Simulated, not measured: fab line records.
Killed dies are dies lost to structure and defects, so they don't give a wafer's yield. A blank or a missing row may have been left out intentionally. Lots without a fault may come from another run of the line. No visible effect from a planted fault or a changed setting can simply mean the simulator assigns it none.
Problem report, 8D (eight disciplines) form, completed by code :: flow n5 finfet :: the parts of the form that need people (team, actions taken, sign-off) are left out

1. WHAT WENT WRONG
At N5_BEOL_M0_SAQP_COAT_87, plate temp C averages 212.02 C over 6 wafers from 2 lots, while fault-free wafers read 205.01 C, standard deviation 0.16. That puts it +44 standard deviations away from the usual mean.
The step: time 60 s, resist thk 5 nm.
First seen on wafer L901.2, day 9 07:11, on litho track-03. The record holds 27 wafers of 9 lots with a number at this step. Rule for "out", or "out of limits": more than 4 standard deviations from the usual mean. Any other wafer with a number is counted as sound.

2. WHAT IT IS; WHAT IT IS NOT
question: which readings at this step
is: plate temp C, heater power total W
is not: -

question: which lots
is: L901, L902
is not: L889, L890, L893, L898, L899, L909, L910

question: which wafers of those lots
is: all that have a number
is not: -

question: read on which tools
is: litho track-03
is not: litho track-01, litho track-05

question: when
is: from day 9 07:11
is not: up to then (15 sound wafers); but 6 sound wafers of L909, L910 came after

3. SUSPECTS, AND WHAT RULES EACH OUT
Counting: a tool at any process step up to the reading remains a suspect when it ran all the lots that are out and ran no sound lot after the first of those.
- litho track-03 at N5_BEOL_M0_SAQP_COAT_87 (time 60 s, resist thk 5 nm): kept. It ran every lot that is out, first L901 (day 9 07:11), and no sound lot after that; its last sound lot up to then is L899 (day 8 20:39). Its own heater power total W, plate temp C readings are out on those wafers.
Left after counting: litho track-03 at N5_BEOL_M0_SAQP_COAT_87.

4. THE CAUSE (what the simulator had put in)
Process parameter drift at N5_BEOL_M0_SAQP_COAT_87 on litho track-03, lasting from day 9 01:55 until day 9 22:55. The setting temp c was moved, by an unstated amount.
The count eliminated every tool but this one.

5. THE CHAIN OF EFFECTS, in route order
Each row: a reading where the mean over the struck wafers with a number is more than 3 standard deviations away from the usual. Only readings for which the record gives a usual standard deviation are gone through. hours: the time from each lot's start at the first step in this table that gives one to its start at this step, as a median over the lots. sigmas: the change in usual standard deviations.
hours: 0
step: N5_BEOL_M0_SAQP_COAT_87
reading: heater power total W
usual: 391.8 W
on struck wafers: 408.9
change: +17.1
sigmas: +13

hours: 0
step: N5_BEOL_M0_SAQP_COAT_87
reading: plate temp C
usual: 205.01 C
on struck wafers: 212.02
change: +7.01
sigmas: +44
It contains these process steps:
- N5_BEOL_M0_SAQP_COAT_87: time 60 s, resist thk 5 nm.
Later measuring or inspecting steps at which every struck wafer that the step has a row for has a number for every such reading, and none has moved that far: N5_BEOL_M4_RC_MEAS_101.

6. WHAT WOULD HAVE CAUGHT IT SOONER
The fault began at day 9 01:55; the first out-of-limits reading in this record came at day 9 07:11, 5 hours later.
